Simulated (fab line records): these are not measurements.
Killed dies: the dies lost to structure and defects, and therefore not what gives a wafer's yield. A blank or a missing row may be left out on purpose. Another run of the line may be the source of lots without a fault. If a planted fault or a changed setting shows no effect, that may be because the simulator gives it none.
Chamber matching    flow nand_harc    NHARC_A_CHANNEL_FILL_D2_CMP_10 on cmp-01 has 4 sister chambers
The step polishes, target thk 150 nm. 8 wafers are shown with their chamber, then 9 later ones without.

## EACH WAFER AND ITS CHAMBER
wafer   chamber  motor_current_A (A)  time_to_endpoint_s (s)
L080.4  0        12.0                 11.2
L084.5  1        10.9                 17.3
L086.3  0        11.7                 11.5
L086.6  2        10.0                 15.4
L088.5  2        9.4                  18.0
L089.2  3        11.1                 14.8
L089.4  1        10.9                 18.3
L089.5  3        11.4                 17.0

## WAFERS MISSING THEIR CHAMBER
wafer   motor_current_A (A)  time_to_endpoint_s (s)
L093.3  11.7                 11.7
L093.4  10.4                 20.5
L093.5  12.6                 13.2
L093.1  11.4                 17.7
L093.2  11.1                 17.7
L093.6  11.0                 18.5
L097.1  10.7                 17.3
L097.3  11.4                 10.3
L097.5  9.9                  15.2

## THE CHAMBER EACH PASSED THROUGH
wafer   from the rows above      in truth
L093.3  0                        0
L093.4  can't be placed: 1 or 2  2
L093.5  0                        0
L093.1  can't be placed: 3 or 1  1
L093.2  can't be placed: 1 or 3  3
L093.6  can't be placed: 1 or 3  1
L097.1  can't be placed: 1 or 3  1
L097.3  0                        0
L097.5  2                        2
Placed correctly: 4 of 9. Cannot be placed on the basis of these rows: 5; the candidates contain the true chamber in 5. Number placed wrongly: 0.
How it was worked out, from the rows above alone: a wafer's distance from a chamber is the root of the sum, over the readings, of the square of ((its reading less the chamber's mean) divided by the reading's scatter). If the next closest chamber is less than 2 further off than the closest, the wafer can't be placed; otherwise it belongs to the closest. For every chamber, the mean is computed from those of its wafers that are shown. The scatter: take each reading less its chamber's mean, square it, sum over the shown wafers, divide by the number of wafers less the number of chambers, and take the root.
